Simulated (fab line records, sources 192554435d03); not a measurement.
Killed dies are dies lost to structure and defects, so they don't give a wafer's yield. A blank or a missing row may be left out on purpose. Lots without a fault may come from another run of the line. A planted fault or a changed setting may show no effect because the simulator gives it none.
Chamber matching | flow n5_finfet | N5_BEOL_M0_TRENCH_ETCH_107 on rie_diel-02: 4 sister chambers
The step etches SiOC in C4F6/O2, target depth 32.8 nm, time 16.4 s. 14 wafers are shown with their chamber, then 7 later ones without.

WAFERS WITH THEIR CHAMBER
wafer  | chamber | showerhead_plenum_p_Torr (Torr) | rf_vpp_V (V) | drypump_motor_current_A (A)
L074.4 | 3       | 2.95                            | 667          | 5.6
L074.5 | 2       | 2.71                            | 640          | 5.9
L074.6 | 3       | 2.95                            | 669          | 5.6
L080.1 | 3       | 2.95                            | 667          | 5.7
L080.3 | 0       | 2.85                            | 656          | 5.3
L080.6 | 2       | 2.70                            | 642          | 5.9
L087.3 | 2       | 2.69                            | 640          | 5.9
L087.5 | 2       | 2.69                            | 641          | 5.9
L087.6 | 1       | 2.75                            | 665          | 5.6
L088.1 | 2       | 2.69                            | 641          | 5.9
L088.2 | 1       | 2.75                            | 666          | 5.7
L088.5 | 0       | 2.85                            | 656          | 5.3
L093.1 | 1       | 2.75                            | 667          | 5.6
L093.4 | 0       | 2.84                            | 656          | 5.3

SIGNATURES (means of the wafers above)
reading                  | chamber 0 | chamber 1 | chamber 2 | chamber 3 | scatter within a chamber
showerhead_plenum_p_Torr | 2.8467    | 2.7500    | 2.6960    | 2.9500    | 0.00622
rf_vpp_V                 | 656.00    | 666.00    | 640.80    | 667.67    | 0.864
drypump_motor_current_A  | 5.300     | 5.633     | 5.900     | 5.633     | 0.0365
Rule: a wafer's distance from a chamber is the root of the sum, over the readings, of the square of ((its reading less the chamber's mean) divided by the reading's scatter). The wafer belongs to the nearest chamber; if the next one is less than 2 further off, it can't be placed. The scatter: the root of (the sum of the squares of (reading less its chamber's mean) over the shown wafers, divided by (wafers less chambers)).

WAFERS WITHOUT THEIR CHAMBER
wafer  | showerhead_plenum_p_Torr (Torr) | rf_vpp_V (V) | drypump_motor_current_A (A)
L093.5 | 2.69                            | 640          | 5.9
L096.1 | 2.84                            | 654          | 5.3
L096.3 | 2.94                            | 667          | 5.7
L096.5 | 2.74                            | 666          | 5.7
L097.1 | 2.84                            | 655          | 5.3
L097.2 | 2.94                            | 667          | 5.7
L097.3 | 2.74                            | 665          | 5.7

WHICH CHAMBER EACH WENT THROUGH
wafer  | from the rows above | in truth
L093.5 | 2                   | 2
L096.1 | 0                   | 0
L096.3 | 3                   | 3
L096.5 | 1                   | 1
L097.1 | 0                   | 0
L097.2 | 3                   | 3
L097.3 | 1                   | 1
Placed correctly: 7 of 7. Can't be placed from these rows: 0. Placed wrongly: 0.
